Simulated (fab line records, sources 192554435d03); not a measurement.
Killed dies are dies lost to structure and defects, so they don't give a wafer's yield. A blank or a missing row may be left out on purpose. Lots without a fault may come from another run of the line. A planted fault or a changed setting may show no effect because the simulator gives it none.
One fault seen from 3 desks | flow n5_finfet | each desk has only its own numbers; what lay behind them comes last

THE TOOL OWNER'S DESK: litho_track-03
The tool's own readings at N5_BEOL_M12_PEB_08 (peb time 90 s): means of the sampled wafers that have a number, for each lot that ran on this tool. A lot is out of limits, marked OUT, if its mean lies more than 4 standard deviations from the usual mean; the brackets give that distance.
Columns: A = heater_power_total_W at N5_BEOL_M12_PEB_08, usual 172.5 W
lot  | first seen here | A
L802 | day 12 17:19    | 172.5
L807 | day 14 07:11    | 191.1 (+24) OUT
L808 | day 14 15:25    | 180.8 (+11) OUT
This desk's finding: out of limits on L807, L808; first on L807, day 14 07:11 (heater_power_total_W at N5_BEOL_M12_PEB_08). In limits: L802.

THE DEFECT DESK
What the inspections along the route counted, lot by lot: means of the sampled wafers that have a number. A lot is out of limits, marked OUT, if its mean lies more than 4 standard deviations from the usual mean; the brackets give that distance.
Columns: A = raw_defect_count at N5_BEOL_M11_INSPECT_58, usual 62
lot  | first seen here | A
L798 | day 11 19:02    | 85
L800 | day 11 23:09    | 38
L801 | day 12 09:25    | 92
L802 | day 12 16:58    | 56
L807 | day 14 06:42    | 52
L808 | day 14 15:03    | 70
L815 | day 15 18:07    | 52
L814 | day 15 18:17    | 63
L817 | day 16 03:09    | 79
L820 | day 16 20:15    | 61
This desk's finding: nothing out of limits on any of the 10 lots.

THE METROLOGY DESK
What the gauges read, lot by lot, whatever tool the lot ran on: means of the sampled wafers that have a number. A lot is out of limits, marked OUT, if its mean lies more than 4 standard deviations from the usual mean; the brackets give that distance.
Columns: A = cd_nm at N5_BEOL_M12_CD_MEAS_10, usual 139.8 nm
lot  | first seen here | A
L798 | day 11 19:31    | 139.1
L800 | day 11 23:38    | 140.3
L801 | day 12 09:53    | 139.0
L802 | day 12 17:26    | 141.4
L807 | day 14 07:18    | 134.6 (-4.0) OUT
L808 | day 14 15:31    | 138.1
L815 | day 15 18:43    | 138.7
L814 | day 15 18:46    | 138.2
L817 | day 16 03:37    | 138.7
L820 | day 16 20:51    | 138.9
This desk's finding: out of limits on L807; first on L807, day 14 07:18 (cd_nm at N5_BEOL_M12_CD_MEAS_10). In limits: L798, L800, L801, L802, L808, L815, L814, L817, L820.

PUT TOGETHER
The tool owner's desk could have raised an alarm at day 14 07:11, on L807, L808.
The metrology desk could have raised an alarm at day 14 07:18, on L807.
The defect desk saw nothing out of limits.
The defect desk has L807, L808 on record, within its limits.
The metrology desk has L808 on record, within its limits.
Of the lots named, all ran N5_BEOL_M12_PEB_08 on litho_track-03.

WHAT THE SIMULATOR HAD PUT IN
Process parameter drift: litho_track-03, from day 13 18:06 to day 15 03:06, at N5_BEOL_M12_PEB_08. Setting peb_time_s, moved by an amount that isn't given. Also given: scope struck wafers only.
Lots struck among those shown: L807, L808.
Hours from the fault's start to each desk's first reading out of limits: the tool owner's desk, 13; the metrology desk, 13.
